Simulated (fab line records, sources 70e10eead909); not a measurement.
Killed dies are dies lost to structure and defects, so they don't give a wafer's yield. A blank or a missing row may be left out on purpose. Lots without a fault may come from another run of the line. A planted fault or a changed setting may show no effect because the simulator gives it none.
Chamber matching | flow nand_harc | NHARC_A_STAIRCASE_ETCHBACK_157 on rie_diel-01: 4 sister chambers
The step etches the open film in CH3F/O2, target depth 90 nm, time 167.14 s. 4 wafers are shown with their chamber, then 8 later ones without.

WAFERS WITH THEIR CHAMBER
wafer  | chamber | showerhead_plenum_p_Torr (Torr)
L084.2 | 0       | 2.59
L090.1 | 2       | 2.39
L090.5 | 1       | 2.50
L093.3 | 3       | 2.47

WAFERS WITHOUT THEIR CHAMBER
wafer  | showerhead_plenum_p_Torr (Torr)
L093.4 | 2.58
L093.5 | 2.58
L097.1 | 2.58
L097.4 | 2.49
L097.5 | 2.38
L096.3 | 2.58
L096.4 | 2.46
L096.6 | 2.46

WHICH CHAMBER EACH WENT THROUGH
wafer  | from the rows above     | in truth
L093.4 | 0                       | 0
L093.5 | 0                       | 0
L097.1 | 0                       | 0
L097.4 | can't be placed: 1 or 3 | 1
L097.5 | 2                       | 2
L096.3 | 0                       | 0
L096.4 | 3                       | 3
L096.6 | 3                       | 3
Placed correctly: 7 of 8. Can't be placed from these rows: 1 (the true chamber is among the candidates in 1). Placed wrongly: 0.
How it was worked out, from the rows above alone: a wafer's distance from a chamber is the root of the sum, over the readings, of the square of ((its reading less the chamber's mean) divided by the reading's scatter). The wafer belongs to the nearest chamber; if the next one is less than 2 further off, it can't be placed. A chamber's mean is the mean of its shown wafers. The scatter: with one shown wafer a chamber, the root of the mean of the squares of how far each hidden wafer lies from its nearest shown one.
